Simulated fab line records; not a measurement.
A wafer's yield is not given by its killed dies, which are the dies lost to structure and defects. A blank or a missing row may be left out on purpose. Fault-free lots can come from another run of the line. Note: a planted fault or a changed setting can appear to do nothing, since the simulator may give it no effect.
fab line records :: flow n5_finfet :: part 2 of 2: steps 18 to 29 of 29
record
  lots=5
  wafers=15
  last_day=17
route steps=1938 shown BEOL_M11@1564
lots that met no fault: taken from a fault-free run of the same line
start_h: hours from the record's first day to the start of the lot's first wafer shown :: wait_h: hours from the lot's prior step to this one :: " identical to the entry in the row above :: L1.1+2: one row covering several wafers at once :: - no value, or no start given :: * or withheld: withheld :: < > ~ a bound
route shown NAME@n: names a module that has steps shown in the file, with the first one's number in the route :: usual: the fault-free wafers' mean and standard deviation :: same: alike in all rows :: chamber/n: place in a boat :: sites: the reading at each site :: _std_site: their standard deviation :: _edge_site: outer sites' mean less inner sites' :: radius_mm: for every site, how far away it sits from the centre of the wafer :: mask NAME#n: copy n :: behind: tool/chamber where the wafer was last shaped :: hold: what put the lot on hold/how long, in hours/how the hold closed :: device: whichever transistor did not switch (one of n, p or np) :: end of line: the same wafers' tests at the end of the route :: for a step that has no rows: nothing shown but its recipe :: killed: count of dies lost to structure and defects at first sort (not the wafer's yield) :: map: per-die view of a wafer (x killed, . not killed, _ where there is no die)
set.NAME: the setting as run; set.NAME@STEP: as run at that earlier step :: model.NAME: the simulator's own value behind a step, which no gauge read
certain route steps with their lots: each step a table, each wafer a row
services: from which hour (start_h, from the record's first day; less than 0 if before it) a tool's chamber was out of use, for how many hours, and why
## steps
# step N5_BEOL_M11_OCD_MEAS_38
# usual
  trench_depth_nm=150.4/2.9
lot.wafer: L083.1
tool: ocd-02
chamber: -
start_h: 294.23
wait_h: -
trench_depth_nm: 147.9

lot.wafer: L083.2
tool: ocd-02
chamber: -
start_h: 294.23
wait_h: -
trench_depth_nm: 150.6

lot.wafer: L083.6
tool: ocd-02
chamber: -
start_h: 294.23
wait_h: -
trench_depth_nm: 150.1

lot.wafer: L089.1
tool: ocd-02
chamber: -
start_h: 317.19
wait_h: -
trench_depth_nm: 150.4

lot.wafer: L089.3
tool: ocd-02
chamber: -
start_h: 317.19
wait_h: -
trench_depth_nm: 148.2

lot.wafer: L089.6
tool: ocd-02
chamber: -
start_h: 317.19
wait_h: -
trench_depth_nm: 152.2

lot.wafer: L088.4
tool: ocd-01
chamber: -
start_h: 329.17
wait_h: -
trench_depth_nm: 152.4

lot.wafer: L088.5
tool: ocd-01
chamber: -
start_h: 329.17
wait_h: -
trench_depth_nm: 144.9

lot.wafer: L088.6
tool: ocd-01
chamber: -
start_h: 329.17
wait_h: -
trench_depth_nm: 152.2

lot.wafer: L093.3
tool: ocd-01
chamber: -
start_h: 338.25
wait_h: -
trench_depth_nm: 156.1

lot.wafer: L093.4
tool: ocd-01
chamber: -
start_h: 338.25
wait_h: -
trench_depth_nm: 154.2

lot.wafer: L093.6
tool: ocd-01
chamber: -
start_h: 338.25
wait_h: -
trench_depth_nm: 153.4

lot.wafer: L097.1
tool: ocd-02
chamber: -
start_h: 373.08
wait_h: -
trench_depth_nm: 150.8

lot.wafer: L097.3
tool: ocd-02
chamber: -
start_h: 373.08
wait_h: -
trench_depth_nm: 156.2

lot.wafer: L097.6
tool: ocd-02
chamber: -
start_h: 373.08
wait_h: -
trench_depth_nm: 156.7
# step N5_BEOL_M11_HM_STRIP_39
# recipe
  chemistry=peroxide_tin_strip
  material=TiN
  target_depth_a=250
  temp_c=50
  time_s=158
lot.wafer: L083.1+2+6
tool: wet_bench-03
chamber: 6,2,1
start_h: 294.28
wait_h: 0.0

lot.wafer: L089.1+3+6
tool: wet_bench-03
chamber: 7,5,0
start_h: 317.22
wait_h: 0.0

lot.wafer: L088.4+5+6
tool: wet_bench-02
chamber: 2,3,7
start_h: 329.20
wait_h: 0.0

lot.wafer: L093.3+4+6
tool: wet_bench-02
chamber: 5,6,4
start_h: 338.28
wait_h: 0.0

lot.wafer: L097.1+3+6
tool: wet_bench-06
chamber: 5,1,0
start_h: 373.12
wait_h: 0.0
# step N5_BEOL_M11_SRD_40
# recipe
  time_s=30
  temp_c=23
  rinse_liquid=diw
  dry=ipa_marangoni
lot.wafer: L083.1+2+6
tool: wet_bench-03
chamber: 6,2,1
start_h: 294.32
wait_h: 0.0

lot.wafer: L089.1+3+6
tool: wet_bench-03
chamber: 7,5,0
start_h: 317.27
wait_h: 0.0

lot.wafer: L088.4+5+6
tool: wet_bench-02
chamber: 2,3,7
start_h: 329.24
wait_h: 0.0

lot.wafer: L093.3+4+6
tool: wet_bench-02
chamber: 5,6,4
start_h: 338.33
wait_h: 0.0

lot.wafer: L097.1+3+6
tool: wet_bench-06
chamber: 5,1,0
start_h: 373.16
wait_h: 0.0
# step N5_BEOL_M11_PRECLEAN_42
# recipe
  chemistry=residue_remover
  time_s=60
  temp_c=40
lot.wafer: L083.1+2+6
tool: wet_bench-03
chamber: 6,2,1
start_h: 294.34
wait_h: 0.0

lot.wafer: L089.1+3+6
tool: wet_bench-03
chamber: 7,5,0
start_h: 317.29
wait_h: 0.0

lot.wafer: L088.4+5+6
tool: wet_bench-02
chamber: 2,3,7
start_h: 329.26
wait_h: 0.0

lot.wafer: L093.3+4+6
tool: wet_bench-02
chamber: 5,6,4
start_h: 338.34
wait_h: 0.0

lot.wafer: L097.1+3+6
tool: wet_bench-06
chamber: 5,1,0
start_h: 373.18
wait_h: 0.0
# step N5_BEOL_M11_SRD_43
# recipe
  time_s=30
  temp_c=23
  rinse_liquid=diw
  dry=ipa_marangoni
lot.wafer: L083.1+2+6
tool: wet_bench-03
chamber: 6,2,1
start_h: 294.36
wait_h: 0.0

lot.wafer: L089.1+3+6
tool: wet_bench-03
chamber: 7,5,0
start_h: 317.30
wait_h: 0.0

lot.wafer: L088.4+5+6
tool: wet_bench-02
chamber: 2,3,7
start_h: 329.28
wait_h: 0.0

lot.wafer: L093.3+4+6
tool: wet_bench-02
chamber: 5,6,4
start_h: 338.36
wait_h: 0.0

lot.wafer: L097.1+3+6
tool: wet_bench-06
chamber: 5,1,0
start_h: 373.20
wait_h: 0.0
# step N5_BEOL_M11_CD_MEAS_35
# recipe
  target_cd_nm=70
  polarity=opening
# usual
  cd_nm=69.9/0.62
lot.wafer: L083.1
tool: cd_sem-03
chamber: -
start_h: 294.40
wait_h: 0.0
cd_nm: 71.0

lot.wafer: L083.2
tool: cd_sem-03
chamber: -
start_h: 294.40
wait_h: 0.0
cd_nm: 70.7

lot.wafer: L083.6
tool: cd_sem-03
chamber: -
start_h: 294.40
wait_h: 0.0
cd_nm: 69.4

lot.wafer: L089.1
tool: cd_sem-01
chamber: -
start_h: 317.34
wait_h: 0.0
cd_nm: 70.6

lot.wafer: L089.3
tool: cd_sem-01
chamber: -
start_h: 317.34
wait_h: 0.0
cd_nm: 70.1

lot.wafer: L089.6
tool: cd_sem-01
chamber: -
start_h: 317.34
wait_h: 0.0
cd_nm: 69.5

lot.wafer: L088.4
tool: cd_sem-02
chamber: -
start_h: 329.32
wait_h: 0.0
cd_nm: 69.7

lot.wafer: L088.5
tool: cd_sem-02
chamber: -
start_h: 329.32
wait_h: 0.0
cd_nm: 69.5

lot.wafer: L088.6
tool: cd_sem-02
chamber: -
start_h: 329.32
wait_h: 0.0
cd_nm: 69.2

lot.wafer: L093.3
tool: cd_sem-02
chamber: -
start_h: 338.40
wait_h: 0.0
cd_nm: 70.8

lot.wafer: L093.4
tool: cd_sem-02
chamber: -
start_h: 338.40
wait_h: 0.0
cd_nm: 69.2

lot.wafer: L093.6
tool: cd_sem-02
chamber: -
start_h: 338.40
wait_h: 0.0
cd_nm: 70.0

lot.wafer: L097.1
tool: cd_sem-02
chamber: -
start_h: 373.24
wait_h: 0.0
cd_nm: 70.7

lot.wafer: L097.3
tool: cd_sem-02
chamber: -
start_h: 373.24
wait_h: 0.0
cd_nm: 70.8

lot.wafer: L097.6
tool: cd_sem-02
chamber: -
start_h: 373.24
wait_h: 0.0
cd_nm: 70.8
# step N5_BEOL_M11_CURE_72
# recipe
  temp_c=370
  time_s=120
  ambient=DMADMS/He
  material=SiCOH_lowk
# usual
  lamp_power_pct=52.32/0.053
  wafer_temp_C_max=371.7/0.72
lot.wafer: L083.1
tool: uv_cure-03
chamber: 2
start_h: 294.59
wait_h: 0.2
lamp_power_pct: 52.22
wafer_temp_C_max: 370.8

lot.wafer: L083.2
tool: uv_cure-03
chamber: 2
start_h: 294.59
wait_h: 0.2
lamp_power_pct: 52.28
wafer_temp_C_max: 371.0

lot.wafer: L083.6
tool: uv_cure-03
chamber: 2
start_h: 294.59
wait_h: 0.2
lamp_power_pct: 52.36
wafer_temp_C_max: 371.2

lot.wafer: L089.1
tool: uv_cure-01
chamber: 2
start_h: 317.39
wait_h: 0.0
lamp_power_pct: 52.30
wafer_temp_C_max: 372.8

lot.wafer: L089.3
tool: uv_cure-01
chamber: 2
start_h: 317.39
wait_h: 0.0
lamp_power_pct: 52.23
wafer_temp_C_max: 372.9

lot.wafer: L089.6
tool: uv_cure-01
chamber: 2
start_h: 317.39
wait_h: 0.0
lamp_power_pct: 52.36
wafer_temp_C_max: 372.8

lot.wafer: L088.4
tool: uv_cure-01
chamber: 0
start_h: 329.51
wait_h: 0.2
lamp_power_pct: 52.34
wafer_temp_C_max: 371.0

lot.wafer: L088.5
tool: uv_cure-01
chamber: 0
start_h: 329.51
wait_h: 0.2
lamp_power_pct: 52.32
wafer_temp_C_max: 371.2

lot.wafer: L088.6
tool: uv_cure-01
chamber: 0
start_h: 329.51
wait_h: 0.2
lamp_power_pct: 52.32
wafer_temp_C_max: 370.9

lot.wafer: L093.3
tool: uv_cure-02
chamber: 1
start_h: 338.54
wait_h: 0.1
lamp_power_pct: 52.28
wafer_temp_C_max: 371.5

lot.wafer: L093.4
tool: uv_cure-02
chamber: 1
start_h: 338.54
wait_h: 0.1
lamp_power_pct: 52.37
wafer_temp_C_max: 372.5

lot.wafer: L093.6
tool: uv_cure-02
chamber: 1
start_h: 338.54
wait_h: 0.1
lamp_power_pct: 52.28
wafer_temp_C_max: 372.1

lot.wafer: L097.1
tool: uv_cure-01
chamber: 1
start_h: 373.28
wait_h: 0.0
lamp_power_pct: 52.27
wafer_temp_C_max: 371.5

lot.wafer: L097.3
tool: uv_cure-01
chamber: 1
start_h: 373.28
wait_h: 0.0
lamp_power_pct: 52.32
wafer_temp_C_max: 371.7

lot.wafer: L097.6
tool: uv_cure-01
chamber: 1
start_h: 373.28
wait_h: 0.0
lamp_power_pct: 52.27
wafer_temp_C_max: 371.6
# step N5_BEOL_M11_DEGAS_44
# recipe
  ambient=vacuum
  temp_c=250
  time_s=60
# usual
  heater_power_w=341/34
lot.wafer: L083.1
tool: pvd_sputter-02
chamber: -
start_h: 294.92
wait_h: 0.3
heater_power_w: 340

lot.wafer: L083.2
tool: pvd_sputter-02
chamber: -
start_h: 294.92
wait_h: 0.3
heater_power_w: 329

lot.wafer: L083.6
tool: pvd_sputter-02
chamber: -
start_h: 294.92
wait_h: 0.3
heater_power_w: 305

lot.wafer: L089.1
tool: pvd_sputter-01
chamber: -
start_h: 318.01
wait_h: 0.6
heater_power_w: 366

lot.wafer: L089.3
tool: pvd_sputter-01
chamber: -
start_h: 318.01
wait_h: 0.6
heater_power_w: 386

lot.wafer: L089.6
tool: pvd_sputter-01
chamber: -
start_h: 318.01
wait_h: 0.6
heater_power_w: 270

lot.wafer: L088.4
tool: pvd_sputter-01
chamber: -
start_h: 330.25
wait_h: 0.7
heater_power_w: 393

lot.wafer: L088.5
tool: pvd_sputter-01
chamber: -
start_h: 330.25
wait_h: 0.7
heater_power_w: 334

lot.wafer: L088.6
tool: pvd_sputter-01
chamber: -
start_h: 330.25
wait_h: 0.7
heater_power_w: 269

lot.wafer: L093.3
tool: pvd_sputter-02
chamber: -
start_h: 339.02
wait_h: 0.4
heater_power_w: 399

lot.wafer: L093.4
tool: pvd_sputter-02
chamber: -
start_h: 339.02
wait_h: 0.4
heater_power_w: 313

lot.wafer: L093.6
tool: pvd_sputter-02
chamber: -
start_h: 339.02
wait_h: 0.4
heater_power_w: 396

lot.wafer: L097.1
tool: pvd_sputter-03
chamber: -
start_h: 373.77
wait_h: 0.4
heater_power_w: 333

lot.wafer: L097.3
tool: pvd_sputter-03
chamber: -
start_h: 373.77
wait_h: 0.4
heater_power_w: 336

lot.wafer: L097.6
tool: pvd_sputter-03
chamber: -
start_h: 373.77
wait_h: 0.4
heater_power_w: 366
# step N5_BEOL_M11_PRE_CLEAN_45
# recipe
  gas=H2/He
  time_s=30
  temp_c=250
# usual
  heater_power_w=340/34
lot.wafer: L083.1
tool: pvd_sputter-02
chamber: -
start_h: 294.96
wait_h: 0.0
heater_power_w: 327

lot.wafer: L083.2
tool: pvd_sputter-02
chamber: -
start_h: 294.96
wait_h: 0.0
heater_power_w: 320

lot.wafer: L083.6
tool: pvd_sputter-02
chamber: -
start_h: 294.96
wait_h: 0.0
heater_power_w: 310

lot.wafer: L089.1
tool: pvd_sputter-01
chamber: -
start_h: 318.05
wait_h: 0.0
heater_power_w: 361

lot.wafer: L089.3
tool: pvd_sputter-01
chamber: -
start_h: 318.05
wait_h: 0.0
heater_power_w: 389

lot.wafer: L089.6
tool: pvd_sputter-01
chamber: -
start_h: 318.05
wait_h: 0.0
heater_power_w: 268

lot.wafer: L088.4
tool: pvd_sputter-01
chamber: -
start_h: 330.29
wait_h: 0.0
heater_power_w: 394

lot.wafer: L088.5
tool: pvd_sputter-01
chamber: -
start_h: 330.29
wait_h: 0.0
heater_power_w: 332

lot.wafer: L088.6
tool: pvd_sputter-01
chamber: -
start_h: 330.29
wait_h: 0.0
heater_power_w: 268

lot.wafer: L093.3
tool: pvd_sputter-02
chamber: -
start_h: 339.06
wait_h: 0.0
heater_power_w: 407

lot.wafer: L093.4
tool: pvd_sputter-02
chamber: -
start_h: 339.06
wait_h: 0.0
heater_power_w: 300

lot.wafer: L093.6
tool: pvd_sputter-02
chamber: -
start_h: 339.06
wait_h: 0.0
heater_power_w: 404

lot.wafer: L097.1
tool: pvd_sputter-03
chamber: -
start_h: 373.81
wait_h: 0.0
heater_power_w: 327

lot.wafer: L097.3
tool: pvd_sputter-03
chamber: -
start_h: 373.81
wait_h: 0.0
heater_power_w: 329

lot.wafer: L097.6
tool: pvd_sputter-03
chamber: -
start_h: 373.81
wait_h: 0.0
heater_power_w: 363
# step N5_BEOL_M11_ALD_74
# recipe
  material=TaN
  target_thk_a=20
  temp_c=275
  ald_precursor_family=PDMAT
  ald_co_reactant=NH3
  pressure_torr=3
  carrier_flow_sccm=1500
  pulse_time_s=2
  purge_time_s=3
  co_reactant_purge_time_s=2
  co_reactant_pulse_time_s=3
  ald_cycles=40
  precursor_vessel_temp_c=75
  precursor_vessel_pressure_torr=26.25
  precursor_vessel_carrier_sccm=1000
# usual
  heater_power_w=436/32
# same
  co_reactant_pulse_time_s=3
lot.wafer: L083.1
tool: ald_metal-03
chamber: 0
start_h: 295.04
wait_h: 0.1
heater_power_w: 501

lot.wafer: L083.2
tool: ald_metal-03
chamber: 1
start_h: 295.04
wait_h: 0.1
heater_power_w: 449

lot.wafer: L083.6
tool: ald_metal-03
chamber: 3
start_h: 295.04
wait_h: 0.1
heater_power_w: 416

lot.wafer: L089.1
tool: ald_metal-01
chamber: 1
start_h: 318.12
wait_h: 0.0
heater_power_w: 421

lot.wafer: L089.3
tool: ald_metal-01
chamber: 3
start_h: 318.12
wait_h: 0.0
heater_power_w: 451

lot.wafer: L089.6
tool: ald_metal-01
chamber: 1
start_h: 318.12
wait_h: 0.0
heater_power_w: 411

lot.wafer: L088.4
tool: ald_metal-03
chamber: 0
start_h: 330.38
wait_h: 0.1
heater_power_w: 497

lot.wafer: L088.5
tool: ald_metal-03
chamber: 0
start_h: 330.38
wait_h: 0.1
heater_power_w: 504

lot.wafer: L088.6
tool: ald_metal-03
chamber: 1
start_h: 330.38
wait_h: 0.1
heater_power_w: 438

lot.wafer: L093.3
tool: ald_metal-03
chamber: 0
start_h: 339.27
wait_h: 0.2
heater_power_w: 495

lot.wafer: L093.4
tool: ald_metal-03
chamber: 3
start_h: 339.27
wait_h: 0.2
heater_power_w: 415

lot.wafer: L093.6
tool: ald_metal-03
chamber: 2
start_h: 339.27
wait_h: 0.2
heater_power_w: 440

lot.wafer: L097.1
tool: ald_metal-01
chamber: 3
start_h: 373.91
wait_h: 0.1
heater_power_w: 426

lot.wafer: L097.3
tool: ald_metal-01
chamber: 2
start_h: 373.91
wait_h: 0.1
heater_power_w: 393

lot.wafer: L097.6
tool: ald_metal-01
chamber: 2
start_h: 373.91
wait_h: 0.1
heater_power_w: 393
# step N5_BEOL_M11_SURFACE_TREAT_76
# recipe
  gas=Ar
  time_s=*
  ion_energy_ev=*
  ion_current_ma_cm2=0.5
  pressure_mtorr=*
  ar_flow_sccm=30
# usual
  throttle_valve_pct=*
lot.wafer: L083.1
tool: pvd_sputter-03
chamber: -
start_h: 295.34
wait_h: 0.2
throttle_valve_pct: *

lot.wafer: L083.2
tool: pvd_sputter-03
chamber: -
start_h: 295.34
wait_h: 0.2
throttle_valve_pct: *

lot.wafer: L083.6
tool: pvd_sputter-03
chamber: -
start_h: 295.34
wait_h: 0.2
throttle_valve_pct: *

lot.wafer: L089.1
tool: pvd_sputter-03
chamber: -
start_h: 318.41
wait_h: 0.2
throttle_valve_pct: *

lot.wafer: L089.3
tool: pvd_sputter-03
chamber: -
start_h: 318.41
wait_h: 0.2
throttle_valve_pct: *

lot.wafer: L089.6
tool: pvd_sputter-03
chamber: -
start_h: 318.41
wait_h: 0.2
throttle_valve_pct: *

lot.wafer: L088.4
tool: pvd_sputter-01
chamber: -
start_h: 330.69
wait_h: 0.2
throttle_valve_pct: *

lot.wafer: L088.5
tool: pvd_sputter-01
chamber: -
start_h: 330.69
wait_h: 0.2
throttle_valve_pct: *

lot.wafer: L088.6
tool: pvd_sputter-01
chamber: -
start_h: 330.69
wait_h: 0.2
throttle_valve_pct: *

lot.wafer: L093.3
tool: pvd_sputter-01
chamber: -
start_h: 339.65
wait_h: 0.2
throttle_valve_pct: *

lot.wafer: L093.4
tool: pvd_sputter-01
chamber: -
start_h: 339.65
wait_h: 0.2
throttle_valve_pct: *

lot.wafer: L093.6
tool: pvd_sputter-01
chamber: -
start_h: 339.65
wait_h: 0.2
throttle_valve_pct: *

lot.wafer: L097.1
tool: pvd_sputter-03
chamber: -
start_h: 374.23
wait_h: 0.2
throttle_valve_pct: *

lot.wafer: L097.3
tool: pvd_sputter-03
chamber: -
start_h: 374.23
wait_h: 0.2
throttle_valve_pct: *

lot.wafer: L097.6
tool: pvd_sputter-03
chamber: -
start_h: 374.23
wait_h: 0.2
throttle_valve_pct: *
# step N5_BEOL_M11_CVD_75
# recipe
  material=Co
  target_thk_a=20
  temp_c=withheld
  precursor=CCTBA/H2
  pressure_torr=30
  time_s=138.9
lot.wafer: L083.1+2+6
tool: cvd_co-01
chamber: 1,0,0
start_h: 295.42
wait_h: 0.1

lot.wafer: L089.1+3+6
tool: cvd_co-01
chamber: 0,1,2
start_h: 318.65
wait_h: 0.2

lot.wafer: L088.4+5+6
tool: cvd_co-02
chamber: 2,0,1
start_h: 330.80
wait_h: 0.1

lot.wafer: L093.3+4+6
tool: cvd_co-02
chamber: 2,0,1
start_h: 339.71
wait_h: 0.0

lot.wafer: L097.1+3+6
tool: cvd_co-01
chamber: 2,0,2
start_h: 374.30
wait_h: 0.0
## services
tool: cvd_co-02
chamber: -
start_h: 269.69
hours: 4.1
kind: repair

tool: arfi_scanner-02
chamber: -
start_h: 277.06
hours: 5.4
kind: repair

tool: uv_cure-01
chamber: -
start_h: 282.71
hours: 22.2
kind: repair

tool: cvd_co-02
chamber: 1
start_h: 282.97
hours: 11.8
kind: repair

tool: rie_diel-06
chamber: 2
start_h: 287.31
hours: 3.1
kind: repair

tool: wet_bench-06
chamber: -
start_h: 293.09
hours: 2.2
kind: repair

tool: arfi_scanner-03
chamber: -
start_h: 294.16
hours: 0.8
kind: pm

tool: ald_metal-03
chamber: 3
start_h: 296.05
hours: 1.6
kind: repair

tool: arfi_scanner-03
chamber: -
start_h: 297.23
hours: 1.0
kind: pm

tool: ald_metal-03
chamber: 1
start_h: 297.75
hours: 5.9
kind: repair

tool: arfi_scanner-02
chamber: -
start_h: 300.33
hours: 1.3
kind: pm

tool: arfi_scanner-03
chamber: -
start_h: 328.68
hours: 0.3
kind: repair

tool: ald_metal-03
chamber: 3
start_h: 332.17
hours: 2.4
kind: repair

tool: ald_metal-01
chamber: -
start_h: 337.25
hours: 14.0
kind: pm

tool: rie_diel-06
chamber: 3
start_h: 340.10
hours: 5.4
kind: repair

tool: uv_cure-03
chamber: -
start_h: 345.45
hours: 1.0
kind: pm

tool: uv_cure-02
chamber: -
start_h: 349.77
hours: 2.8
kind: pm

tool: arfi_scanner-02
chamber: -
start_h: 351.92
hours: 1.0
kind: pm

tool: cvd_co-01
chamber: -
start_h: 353.25
hours: 0.2
kind: repair

tool: arfi_scanner-03
chamber: -
start_h: 355.18
hours: 1.3
kind: pm

tool: cvd_co-01
chamber: -
start_h: 357.87
hours: 0.8
kind: repair

tool: cvd_co-02
chamber: -
start_h: 358.67
hours: 6.9
kind: pm

tool: rie_diel-06
chamber: 3
start_h: 361.08
hours: 4.9
kind: repair

tool: arfi_scanner-02
chamber: -
start_h: 370.24
hours: 1.0
kind: repair
